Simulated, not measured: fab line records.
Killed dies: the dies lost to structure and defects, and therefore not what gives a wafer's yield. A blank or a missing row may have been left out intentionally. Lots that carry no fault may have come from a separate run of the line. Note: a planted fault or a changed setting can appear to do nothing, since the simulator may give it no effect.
Which tool was responsible? ; flow n5Finfet ; 30 wafers from 10 lots sampled at 5 of the route's 1938 steps

## WHAT EACH GAUGE READ, for each wafer
N5_BEOL_M4_RC_MEAS_101.
lot;measured;on;DIBL_N (mV/V);DIBL_P (mV/V);IOFF_N (nA/um);IOFF_P (nA/um);ION_N (uA/um);ION_P (uA/um);SS_N (mV/dec);SS_P (mV/dec);VT_N (mV);VT_P (mV)
L688;day 9 11:07;prober-01;35.0 32.6 31.7;36.6 33.3 31.5;0.16 0.12 0.10;0.20 0.16 0.14;679 660 651;461 455 448;71.9 71.3 71.0;73.5 72.5 72.5;250 253 256;-252 -255 -254
L689;day 9 12:15;prober-02;35.1 37.4 38.2;36.0 37.4 37.8;0.15 0.18 0.18;0.20 0.23 0.24;675 683 668;460 466 467;71.0 71.9 73.1;73.3 74.1 73.8;249 248 248;-250 -251 -249
L687;day 9 12:59;prober-01;37.3 36.3 36.6;37.0 33.6 35.0;0.16 0.15 0.14;0.24 0.19 0.21;672 658 661;469 450 461;71.5 72.1 72.0;73.0 73.0 73.7;253 252 251;-246 -252 -251
L691;day 9 13:34;prober-02;36.2 39.5 36.9;38.6 41.0 38.6;0.18 0.23 0.18;0.23 0.26 0.21;695 689 679;470 451 456;72.5 73.2 72.7;73.3 75.1 74.0;245 245 248;-250 -253 -254
L698;day 11 16:10;prober-01;38.7 38.1 36.4;40.9 38.9 37.9;0.24 0.21 0.17;0.30 0.25 0.22;691 670 684;472 463 469;72.6 72.7 71.6;73.3 72.8 74.0;244 247 251;-245 -244 -247
L697;day 11 21:35;prober-01;34.7 36.6 36.2;34.6 36.6 35.9;0.13 0.15 0.14;0.18 0.20 0.19;674 669 683;464 457 465;70.5 71.8 71.5;73.1 72.7 72.9;248 251 253;-256 -250 -252
L702;day 12 12:03;prober-01;36.3 33.1 34.3;34.0 30.0 32.4;0.16 0.10 0.12;0.20 0.14 0.17;682 656 669;465 453 461;71.4 71.2 70.8;73.8 72.4 72.6;250 254 252;-250 -253 -255
L701;day 12 23:16;prober-01;35.1 38.3 37.1;33.9 38.0 36.6;0.13 0.18 0.16;0.17 0.23 0.20;674 693 674;463 480 455;71.7 71.4 72.0;72.8 73.7 73.1;254 250 251;-256 -249 -253
L705;day 13 22:01;prober-01;38.1 37.9 35.8;39.6 38.2 37.0;0.19 0.18 0.15;0.26 0.23 0.20;677 696 674;462 474 464;72.5 72.1 71.2;74.5 74.2 74.0;246 249 251;-246 -248 -251
L704;day 13 22:16;prober-02;36.2 37.0 35.5;39.0 39.4 37.0;0.16 0.16 0.14;0.23 0.22 0.19;667 662 672;459 451 461;71.7 71.6 71.8;73.3 73.5 73.1;252 249 252;-248 -250 -250

## EACH LOT AND THE TOOL THAT RAN IT (in order: tool; ch and the chambers of the sampled wafers; start)
lot;N5_BEOL_M4_SPUTTER_79;N5_BEOL_M4_ANNEAL_80;N5_BEOL_M4_SPUTTER_86;N5_BEOL_M4_SPUTTER_90
L688;pvdSputter-01, day 9 08:24;pvdSputter-01, day 9 08:29;pvdSputter-01, day 9 08:50;pvdSputter-01, day 9 09:17
L689;pvdSputter-03, day 9 09:00;pvdSputter-03, day 9 09:05;pvdSputter-03, day 9 09:26;pvdSputter-03, day 9 09:53
L687;pvdSputter-02, day 9 10:13;pvdSputter-02, day 9 10:18;pvdSputter-02, day 9 10:40;pvdSputter-02, day 9 11:06
L691;pvdSputter-01, day 9 10:32;pvdSputter-01, day 9 10:37;pvdSputter-01, day 9 10:59;pvdSputter-01, day 9 11:25
L698;pvdSputter-03, day 11 13:31;pvdSputter-03, day 11 13:36;pvdSputter-03, day 11 13:58;pvdSputter-03, day 11 14:24
L697;pvdSputter-01, day 11 18:38;pvdSputter-01, day 11 18:43;pvdSputter-01, day 11 19:04;pvdSputter-01, day 11 19:31
L702;pvdSputter-03, day 12 08:50;pvdSputter-03, day 12 08:55;pvdSputter-03, day 12 09:16;pvdSputter-03, day 12 09:43
L701;pvdSputter-03, day 12 20:10;pvdSputter-03, day 12 20:15;pvdSputter-03, day 12 20:37;pvdSputter-03, day 12 21:03
L705;pvdSputter-01, day 13 19:19;pvdSputter-01, day 13 19:24;pvdSputter-01, day 13 19:46;pvdSputter-01, day 13 20:12
L704;pvdSputter-02, day 13 19:27;pvdSputter-02, day 13 19:32;pvdSputter-02, day 13 19:53;pvdSputter-02, day 13 20:20
- N5_BEOL_M4_SPUTTER_79: material Cu, target thk 4.5 nm, time 8.29 s.
- N5_BEOL_M4_ANNEAL_80: time 240 s.
- N5_BEOL_M4_SPUTTER_86: material Cu, target thk 4.5 nm, time 8.29 s.
- N5_BEOL_M4_SPUTTER_90: material Cu, target thk 4.5 nm, time 8.29 s.

## AS READ BY THE TOOLS THEMSELVES (means over the sampled wafers that have a number; for cases with no such wafer, the mark the record gives instead)
N5_BEOL_M4_SPUTTER_79.
lot;tool;chamberPressurePa (Pa);chuckGasFlowSccm (sccm);throttleValvePct (%)
L688;pvdSputter-01;0.07;1.25;31.6
L689;pvdSputter-03;0.07;1.19;30.3
L687;pvdSputter-02;0.07;1.24;30.6
L691;pvdSputter-01;0.07;1.24;31.6
L698;pvdSputter-03;0.07;1.25;29.4
L697;pvdSputter-01;0.07;1.28;30.4
L702;pvdSputter-03;0.07;1.18;30.2
L701;pvdSputter-03;0.07;1.28;29.5
L705;pvdSputter-01;0.07;1.23;31.7
L704;pvdSputter-02;0.07;1.31;30.3

N5_BEOL_M4_ANNEAL_80.
lot;tool;heaterPowerW (W)
L688;pvdSputter-01;859
L689;pvdSputter-03;897
L687;pvdSputter-02;881
L691;pvdSputter-01;831
L698;pvdSputter-03;892
L697;pvdSputter-01;842
L702;pvdSputter-03;891
L701;pvdSputter-03;904
L705;pvdSputter-01;822
L704;pvdSputter-02;894

N5_BEOL_M4_SPUTTER_86.
lot;tool;chamberPressurePa (Pa);chuckGasFlowSccm (sccm);throttleValvePct (%)
L688;pvdSputter-01;0.07004;1.23;31.4
L689;pvdSputter-03;0.07004;1.29;30.2
L687;pvdSputter-02;0.06999;1.27;30.5
L691;pvdSputter-01;0.06989;1.24;31.5
L698;pvdSputter-03;0.07003;1.23;29.4
L697;pvdSputter-01;0.07004;1.28;30.1
L702;pvdSputter-03;0.07007;1.25;30.0
L701;pvdSputter-03;0.07014;1.24;29.3
L705;pvdSputter-01;0.06990;1.26;31.6
L704;pvdSputter-02;0.06997;1.22;30.4

N5_BEOL_M4_SPUTTER_90.
lot;tool;chamberPressurePa (Pa);chuckGasFlowSccm (sccm);throttleValvePct (%)
L688;pvdSputter-01;0.07;1.20;31.4
L689;pvdSputter-03;-;-;-
L687;pvdSputter-02;-;-;-
L691;pvdSputter-01;-;-;-
L698;pvdSputter-03;0.07;1.20;29.4
L697;pvdSputter-01;0.07;1.25;30.2
L702;pvdSputter-03;0.07;1.30;30.0
L701;pvdSputter-03;0.07;1.24;29.2
L705;pvdSputter-01;0.07;1.25;31.4
L704;pvdSputter-02;0.07;1.28;30.4

## THE ANSWER, worked out from the rows above alone
Rule: the lots themselves supply what counts as usual. The widest of any qualifying gaps counts: lots, ordered by their means at a reading, are off when they make up no more than a third of the lots, leave a main group of 4 or more, and stand apart from it by 3 or more times the standard deviation of that group's means. The tables above print the reading to a certain number of digits; a main group whose means all agree to those digits is not used. A lot without any number at a reading at which 4 lots or more have one is off too. The other lots that the step has rows for count as sound. First the gauges in route order, then the tools' own readings, where a lot's mean is used as printed above. The first step at which some lot is off is used, and at that step the reading that is off furthest; a lot without a number counts as furthest.
Off at N5_BEOL_M4_SPUTTER_90 (chamberPressurePa): L689, L687, L691. Without a number there: L689, L687, L691. For the main group the mean is 0.07 Pa and the standard deviation 0.
A tool fits if, at that step or a process step before it, it ran every lot that is off, and no sound lot after the first of them. No candidate that was tried fits.

## WHAT THE SIMULATOR HAD INSERTED
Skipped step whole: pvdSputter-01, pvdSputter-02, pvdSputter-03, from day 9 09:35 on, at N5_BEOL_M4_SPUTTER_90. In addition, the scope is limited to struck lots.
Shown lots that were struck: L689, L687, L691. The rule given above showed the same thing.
